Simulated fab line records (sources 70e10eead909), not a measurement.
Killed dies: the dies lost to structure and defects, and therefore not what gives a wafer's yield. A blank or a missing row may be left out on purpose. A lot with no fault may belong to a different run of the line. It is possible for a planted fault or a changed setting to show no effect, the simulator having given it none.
Chamber matching + flow nand_harc + NHARC_P_CONTACT_STRIP_28 on rie_diel-03: 4 sister chambers
The step strips in O2. 4 wafers are shown with their chamber, then 8 later ones without.

## WAFERS WITH THEIR CHAMBER
| wafer  | chamber | showerhead_plenum_p_Torr (Torr) |
|--------|---------|---------------------------------|
| L082.6 | 1       | 3.55                            |
| L083.5 | 3       | 3.31                            |
| L083.6 | 2       | 3.30                            |
| L084.1 | 0       | 3.64                            |

## WAFERS WITHOUT THEIR CHAMBER
| wafer  | showerhead_plenum_p_Torr (Torr) |
|--------|---------------------------------|
| L084.4 | 3.55                            |
| L084.6 | 3.31                            |
| L090.1 | 3.30                            |
| L090.5 | 3.64                            |
| L090.6 | 3.55                            |
| L092.1 | 3.30                            |
| L092.5 | 3.54                            |
| L092.6 | 3.30                            |

## WHICH CHAMBER EACH ONE RAN IN
| wafer  | from the rows above | in truth                   |
|--------|---------------------|----------------------------|
| L084.4 | 1                   | 1                          |
| L084.6 | 3                   | 3                          |
| L090.1 | 2                   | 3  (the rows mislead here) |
| L090.5 | 0                   | 0                          |
| L090.6 | 1                   | 1                          |
| L092.1 | 2                   | 2                          |
| L092.5 | 1                   | 1                          |
| L092.6 | 2                   | 2                          |
Placed correctly: 7 of 8. From these rows, 0 cannot be placed. 1 placed wrongly.
How it was worked out, from the rows above alone: a wafer's distance from a chamber is the root of the sum, over the readings, of the square of ((its reading less the chamber's mean) divided by the reading's scatter). If the next closest chamber is less than 2 further off than the closest, the wafer can't be placed; otherwise it belongs to the closest. The mean given for a chamber averages the wafers shown for that chamber. The scatter (one wafer shown for each chamber): square how far every hidden wafer sits from the nearest shown wafer, average those squares and take the square root.
